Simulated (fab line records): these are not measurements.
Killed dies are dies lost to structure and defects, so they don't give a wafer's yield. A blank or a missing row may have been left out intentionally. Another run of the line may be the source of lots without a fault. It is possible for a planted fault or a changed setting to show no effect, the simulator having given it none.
Split-lot study / flow n5_finfet / route with 1938 steps; 7 lots, 21 wafers read

== THE SPLIT ITSELF ==
At N5_FIN_CUT_EXPOSE_05 (exposes mask FIN CUT), the setting dose_mj was moved away from the recipe's 45.75 on 9 of the 21 wafers read, by -7.0% to +3.8%. The other wafers ran this setting at the recipe's value.

== FROM THE SPLIT TO THE READING: what the file shows between them, 2 steps ==
- N5_FIN_CUT_PEB_06: peb time 60 s
- N5_FIN_CUT_DEVELOP_07: develop time 30 s

== THE READING ==
cd_nm at N5_FIN_CUT_CD_MEAS_08, given in nm (cd target 29.1 nm). Typical for fault-free wafers on this fab line: 29.12 nm, with standard deviation 0.25 nm.

wafer=L074.1; tool, chamber at the split=euv_scanner-02, 0; dose_mj as run=47.48; against the recipe=+3.8%; cd_nm, nm=29.84; against lot-mates on the recipe=+0.41
wafer=L074.2; tool, chamber at the split=euv_scanner-02, 0; dose_mj as run=45.75; against the recipe=recipe; cd_nm, nm=29.48; against lot-mates on the recipe=-
wafer=L074.3; tool, chamber at the split=euv_scanner-02, 0; dose_mj as run=45.75; against the recipe=recipe; cd_nm, nm=29.37; against lot-mates on the recipe=-
wafer=L083.2; tool, chamber at the split=euv_scanner-01, 0; dose_mj as run=47.11; against the recipe=+3.0%; cd_nm, nm=29.53; against lot-mates on the recipe=+0.30
wafer=L083.3; tool, chamber at the split=euv_scanner-01, 0; dose_mj as run=45.75; against the recipe=recipe; cd_nm, nm=29.23; against lot-mates on the recipe=-
wafer=L083.6; tool, chamber at the split=euv_scanner-01, 0; dose_mj as run=47.11; against the recipe=+3.0%; cd_nm, nm=29.69; against lot-mates on the recipe=+0.46
wafer=L089.1; tool, chamber at the split=euv_scanner-02, 0; dose_mj as run=42.53; against the recipe=-7.0%; cd_nm, nm=28.00; against lot-mates on the recipe=-1.43
wafer=L089.2; tool, chamber at the split=euv_scanner-02, 0; dose_mj as run=42.53; against the recipe=-7.0%; cd_nm, nm=27.75; against lot-mates on the recipe=-1.68
wafer=L089.3; tool, chamber at the split=euv_scanner-02, 0; dose_mj as run=45.75; against the recipe=recipe; cd_nm, nm=29.43; against lot-mates on the recipe=-
wafer=L090.3; tool, chamber at the split=euv_scanner-01, 0; dose_mj as run=45.75; against the recipe=recipe; cd_nm, nm=28.94; against lot-mates on the recipe=-
wafer=L090.4; tool, chamber at the split=euv_scanner-01, 0; dose_mj as run=43.45; against the recipe=-5.0%; cd_nm, nm=28.17; against lot-mates on the recipe=-0.77
wafer=L090.5; tool, chamber at the split=euv_scanner-01, 0; dose_mj as run=43.45; against the recipe=-5.0%; cd_nm, nm=28.15; against lot-mates on the recipe=-0.79
wafer=L092.1; tool, chamber at the split=euv_scanner-02, 0; dose_mj as run=45.75; against the recipe=recipe; cd_nm, nm=28.93; against lot-mates on the recipe=-
wafer=L092.2; tool, chamber at the split=euv_scanner-02, 0; dose_mj as run=45.75; against the recipe=recipe; cd_nm, nm=29.19; against lot-mates on the recipe=-
wafer=L092.3; tool, chamber at the split=euv_scanner-02, 0; dose_mj as run=45.75; against the recipe=recipe; cd_nm, nm=29.26; against lot-mates on the recipe=-
wafer=L093.3; tool, chamber at the split=euv_scanner-02, 0; dose_mj as run=45.75; against the recipe=recipe; cd_nm, nm=28.84; against lot-mates on the recipe=-
wafer=L093.4; tool, chamber at the split=euv_scanner-02, 0; dose_mj as run=43.88; against the recipe=-4.1%; cd_nm, nm=28.07; against lot-mates on the recipe=-0.95
wafer=L093.5; tool, chamber at the split=euv_scanner-02, 0; dose_mj as run=45.75; against the recipe=recipe; cd_nm, nm=29.21; against lot-mates on the recipe=-
wafer=L095.4; tool, chamber at the split=euv_scanner-01, 0; dose_mj as run=45.75; against the recipe=recipe; cd_nm, nm=29.11; against lot-mates on the recipe=-
wafer=L095.5; tool, chamber at the split=euv_scanner-01, 0; dose_mj as run=45.75; against the recipe=recipe; cd_nm, nm=29.14; against lot-mates on the recipe=-
wafer=L095.6; tool, chamber at the split=euv_scanner-01, 0; dose_mj as run=47.38; against the recipe=+3.6%; cd_nm, nm=29.44; against lot-mates on the recipe=+0.32

THE FIT
A straight line over all 21 wafers: cd_nm changes by +0.181 nm for each +1% of dose_mj; r = +0.95; the points scatter about the line by 0.2 nm.
The same after taking each lot's own level away (the mean of its wafers on the recipe; 21 wafers): +0.178 nm for each +1%; r = +0.96; scatter 0.17 nm.
The reading moves by 1.3 nm for the largest change in dose_mj, on that fit.
Across the lots, their own levels run from 28.940 to 29.430 nm, a range of 2.0 times the standard deviation given above.
So the lot-to-lot level changes the slope little: the two slopes agree.
Check: -1.29 nm against its lot-mates is what the line predicts for one of the wafers moved furthest among these (-7.0%) when that wafer is left out of the fit. Against them it came out at -1.43 nm.

== OTHER SPLITS APPLIED TO THESE WAFERS ==
These wafers also went through other splits before the reading. Each is held against what the fit with the lots' levels taken away leaves over:
other split on the same wafers=N5_WELL_APT_COAT_02 spin_rpm; wafers away from the commonest value=6; r with cd_nm (lot level and that fit taken away)=-0.11
other split on the same wafers=N5_PMOS_HMC_CHANNEL_EPI_PEB_07 peb_temp_c; wafers away from the commonest value=11; r with cd_nm (lot level and that fit taken away)=-0.01

== THE WHOLE CHAIN: every reading that the file lists as answering this split, in the file's order ==
step=N5_FIN_CUT_CD_MEAS_08; what it does=target cd 29.1 nm; reading=cd_nm; change (the file's fit)=+0.177 nm for each +1% of the setting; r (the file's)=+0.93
step=N5_FIN_CUT_ETCH_30; what it does=etches underlayer in N2/H2, target depth 13 nm, time 10.4 s; reading=FIN_CUT.cd_offset_nm (the simulator's own value, which no gauge read); change (the file's fit)=+0.167 nm for each +1% of the setting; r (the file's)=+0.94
step=N5_FIN_CUT_ETCH_20; what it does=etches SiARC in CF4, target depth 26 nm, time 43.3 s; reading=FIN_CUT.cd_offset_nm (the simulator's own value, which no gauge read); change (the file's fit)=+0.159 nm for each +1% of the setting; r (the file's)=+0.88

== THE FILE'S OWN FIT ==
cd_nm changes by +0.177 nm for each +1% of dose_mj, r = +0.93.
